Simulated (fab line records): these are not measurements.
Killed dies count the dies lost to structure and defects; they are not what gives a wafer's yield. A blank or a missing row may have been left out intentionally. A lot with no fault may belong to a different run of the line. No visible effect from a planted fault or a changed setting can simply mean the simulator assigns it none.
Code-filled problem report in 8D (eight disciplines) form | flow n5 finfet | the parts of the form that need people (team, actions taken, sign-off) are left out

## 1. WHAT WENT WRONG
Wafers without a fault read 7.001 s, standard deviation 0.0096; overpolish run s at N5_BEOL_M11_CMP_52 reads a mean of 5.774 s on 4 wafers belonging to 2 lots. So: -99 or more standard deviations from the usual mean.
The step: polishes, stops on SiCOH lowk, t overpolish 7 s, target thk 140 nm.
The first sign was on wafer L169.2 at day 16 10:25, on cmp-01. The record has a number at this step for 33 wafers belonging to 11 lots. Rule for "out" (also "out of limits"): further than 4 standard deviations from the usual mean. All remaining wafers that have a number are taken as sound.

## 2. WHAT IT IS, AND WHAT IT ISN'T
question                    | is                                         | is not
which readings at this step | overpolish run s, barrier field endpoint s | edge zone pressure frac, motor current A, slurry flow ml min
which lots                  | L169, L170                                 | L148, L149, L150, L151, L152, L154, L158, L160, L171
which wafers of those lots  | L169.2, L169.5, L170.2, L170.4             | L169.1, L170.6
read on which tools         | cmp-01                                     | cmp-03, cmp-04
when                        | from day 16 10:25                          | up to then (25 sound wafers); but 4 sound wafers of L170, L171 came after

## 3. THE SUSPECTS, EACH WITH WHAT RULES IT OUT
Counting: any tool at a process step up to the reading remains a suspect provided it ran every lot that is out. Sound lots after the first of them don't rule it out here, since some wafers of a struck lot are sound.
- pecvd-01 at N5_BEOL_M11_PECVD_70 (deposits SiO2 from TEOS/O2, target thk 20 nm, time 22.7 s): kept. Ran every lot that is out, first one L169 (day 16 04:35); last sound lot up to then L160 (day 13 16:44).
- pvd sputter-03 at N5_BEOL_M11_SURFACE_TREAT_76: kept. Ran every lot that is out, first one L169 (day 16 09:33); last sound lot up to then L151 (day 11 15:56).
- cmp-01 at N5_BEOL_M11_CMP_52 (polishes, stops on SiCOH lowk, t overpolish 7 s, target thk 140 nm): kept. It ran every lot that is out, first L169 (day 16 10:25). Its own readings are out on those wafers: barrier field endpoint s, overpolish run s.
The count leaves pecvd-01 at N5_BEOL_M11_PECVD_70, pvd sputter-03 at N5_BEOL_M11_SURFACE_TREAT_76, and cmp-01 at N5_BEOL_M11_CMP_52.

## 4. THE CAUSE (what the simulator had put in)
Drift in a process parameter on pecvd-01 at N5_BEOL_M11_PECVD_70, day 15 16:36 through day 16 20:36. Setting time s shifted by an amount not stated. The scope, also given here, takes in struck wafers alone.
After counting, 3 suspects remain, this tool included.

## 5. THE EFFECT CHAIN, in route order
Each row: a reading whose mean over the struck wafers that have a number lies more than 3 standard deviations from the usual. Readings are gone through only where the record gives a usual standard deviation; hours: the median, over the lots, of the time from a lot's start at the first step in this table giving one to that lot's start at this step; sigmas: the change measured in usual standard deviations.
hours | step               | reading                  | usual   | on struck wafers | change | sigmas
0     | N5_BEOL_M11_CMP_52 | barrier field endpoint s | 28.7 s  | 41.2             | +12.5  | +13
0     | N5_BEOL_M11_CMP_52 | overpolish run s         | 7.001 s | 5.774            | -1.227 | -99 or more
The process steps in it:
- N5_BEOL_M11_CMP_52: polishes, stops on SiCOH lowk, t overpolish 7 s, target thk 140 nm.
Later measuring or inspecting steps at which every struck wafer that the step has a row for has a number for every such reading, and none has moved that far: N5_BEOL_M12_THK_MEAS_01.

## 6. HOW IT WOULD HAVE BEEN CAUGHT EARLIER
First out-of-limits reading in this record: day 16 10:25, which is 18 hours after fault onset at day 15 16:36.
An alarm limit of 4 standard deviations would not have fired on the tool readings at N5_BEOL_M11_PECVD_70 for which the record gives a usual standard deviation, since none of them was out on any struck wafer.
By day 16 10:25, every lot that is out (2) had started N5_BEOL_M11_PECVD_70 on pecvd-01. A hold on the tool at that time would have spared none of them.
